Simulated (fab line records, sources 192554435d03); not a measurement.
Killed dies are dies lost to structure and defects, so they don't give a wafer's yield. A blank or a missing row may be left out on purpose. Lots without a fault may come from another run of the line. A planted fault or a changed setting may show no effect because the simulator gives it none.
Which tool did it? | flow n5_finfet | 10 lots, 30 wafers sampled, at 4 steps of a route of 1938

WHAT THE GAUGES READ, wafer by wafer
N5_BEOL_M13_CD_MEAS_17: target cd 190 nm.
lot  | measured     | on        | cd_nm (nm)
L076 | day 11 17:13 | cd_sem-03 | 187.3 189.3 189.8
L078 | day 12 01:15 | cd_sem-03 | 193.1 193.9 194.0
L081 | day 12 17:08 | cd_sem-02 | 188.8 190.6 187.0
L083 | day 13 00:14 | cd_sem-02 | 189.9 190.4 191.4
L084 | day 13 16:32 | cd_sem-02 | 190.9 188.7 188.7
L087 | day 14 00:34 | cd_sem-03 | 189.7 188.5 192.0
L088 | day 14 15:13 | cd_sem-03 | 190.6 190.2 189.2
L093 | day 15 13:52 | cd_sem-02 | 193.4 191.1 191.5
L096 | day 16 18:17 | cd_sem-03 | 187.5 189.6 190.2
L095 | day 17 07:40 | cd_sem-01 | 189.5 192.4 191.3

WHICH TOOL RAN EACH LOT (tool, then ch and the chambers of the sampled wafers, then the start)
lot  | N5_BEOL_M12_DESCUM_33              | N5_BEOL_M12_DEGAS_41         | N5_BEOL_M13_DESCUM_15
L076 | rie_diel-03 ch 1,2, day 11 11:49   | pvd_sputter-02, day 11 14:30 | rie_diel-01 ch 0,2, day 11 16:41
L078 | rie_diel-03 ch 0,1,3, day 11 20:00 | pvd_sputter-03, day 11 22:46 | rie_diel-06 ch 0,3, day 12 00:43
L081 | rie_diel-03 ch 2,3, day 12 13:00   | pvd_sputter-01, day 12 14:39 | rie_diel-01 ch 0,1,3, day 12 16:37
L083 | rie_diel-03 ch 0,1, day 12 17:19   | pvd_sputter-01, day 12 21:45 | rie_diel-06 ch 0,1,3, day 12 23:42
L084 | rie_diel-03 ch 0,2, day 13 12:30   | pvd_sputter-02, day 13 14:01 | rie_diel-02 ch 1,2,3, day 13 16:00
L087 | rie_diel-04 ch 1,2, day 13 18:48   | pvd_sputter-01, day 13 20:50 | rie_diel-06 ch 2,3, day 13 23:51
L088 | rie_diel-03 ch 1,2,3, day 14 02:22 | pvd_sputter-01, day 14 12:43 | rie_diel-06 ch 2,3, day 14 14:41
L093 | rie_diel-05 ch 1,3, day 15 10:16   | pvd_sputter-03, day 15 11:17 | rie_diel-06 ch 0,2, day 15 13:20
L096 | rie_diel-05 ch 0,1,3, day 16 14:44 | pvd_sputter-01, day 16 15:46 | rie_diel-06 ch 1,2,3, day 16 17:46
L095 | rie_diel-05 ch 2,3, day 17 00:55   | pvd_sputter-02, day 17 05:16 | rie_diel-01 ch 0,1,3, day 17 07:08
- N5_BEOL_M12_DESCUM_33: chemistry O2, time 7.9 s.
- N5_BEOL_M12_DEGAS_41: time 60 s.
- N5_BEOL_M13_DESCUM_15: chemistry O2, time 7.9 s.

THE ANSWER, worked out from the rows above alone
Rule: what is usual is taken from the lots themselves. Put in order of their means at a reading, lots are off if they are a third of the lots or fewer, leave a main group of 4 or more, and stand apart from it by a gap of 3 or more times the standard deviation of the main group's means; of several such gaps the widest counts. A main group whose means are all the same, to the digits that the tables above print for the reading, isn't used. A lot without any number at a reading at which 4 lots or more have one is off too. The other lots that the step has rows for count as sound.
No lot is off at any reading shown: from this, nothing can be told.

WHAT THE SIMULATOR HAD PUT IN
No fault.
